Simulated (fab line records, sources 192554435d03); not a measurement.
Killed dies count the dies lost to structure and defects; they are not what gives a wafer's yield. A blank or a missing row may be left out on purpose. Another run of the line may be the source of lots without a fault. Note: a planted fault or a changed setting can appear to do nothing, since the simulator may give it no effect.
Chamber matching	flow n5Finfet	4 sister chambers for N5_ILD0_LINER_00 on aldSin-01
The step material SiNx, target thk 4 nm, pulse time 1 s, purge time 2 s. 8 wafers are shown with their chamber, then 8 later ones without.

== EACH WAFER AND ITS CHAMBER ==
wafer	chamber	heaterPowerW (W)	precursorPulseHeightRel
L079.2	2	1063	1.032
L082.3	3	850	1.011
L086.1	2	1101	0.993
L086.5	1	943	0.992
L087.1	0	764	1.005
L087.2	1	928	1.006
L087.3	3	854	0.980
L089.1	0	766	0.984

== WAFERS WHOSE CHAMBER IS MISSING ==
wafer	heaterPowerW (W)	precursorPulseHeightRel
L089.2	951	1.004
L089.5	1072	1.002
L092.1	933	1.039
L092.2	1104	1.034
L092.3	831	0.993
L096.2	816	1.000
L096.3	902	0.991
L096.6	725	1.022

== CHAMBER TAKEN BY EACH ==
wafer	from the rows above	in truth
L089.2	1	1
L089.5	2	2
L092.1	1	1
L092.2	2	2
L092.3	3	3
L096.2	can't be placed: 3 or 0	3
L096.3	can't be placed: 1 or 3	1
L096.6	0	0
Correctly placed: 6 of 8. Cannot be placed on the basis of these rows: 2; the candidates contain the true chamber in 2. 0 placed wrongly.
How it was worked out, from the rows above alone: a wafer's distance from a chamber is the root of the sum, over the readings, of the square of ((its reading less the chamber's mean) divided by the reading's scatter). If the next closest chamber is less than 2 further off than the closest, the wafer can't be placed; otherwise it belongs to the closest. For every chamber, the mean is computed from those of its wafers that are shown. The scatter: the root of (the sum of the squares of (reading less its chamber's mean) over the shown wafers, divided by (wafers less chambers)).
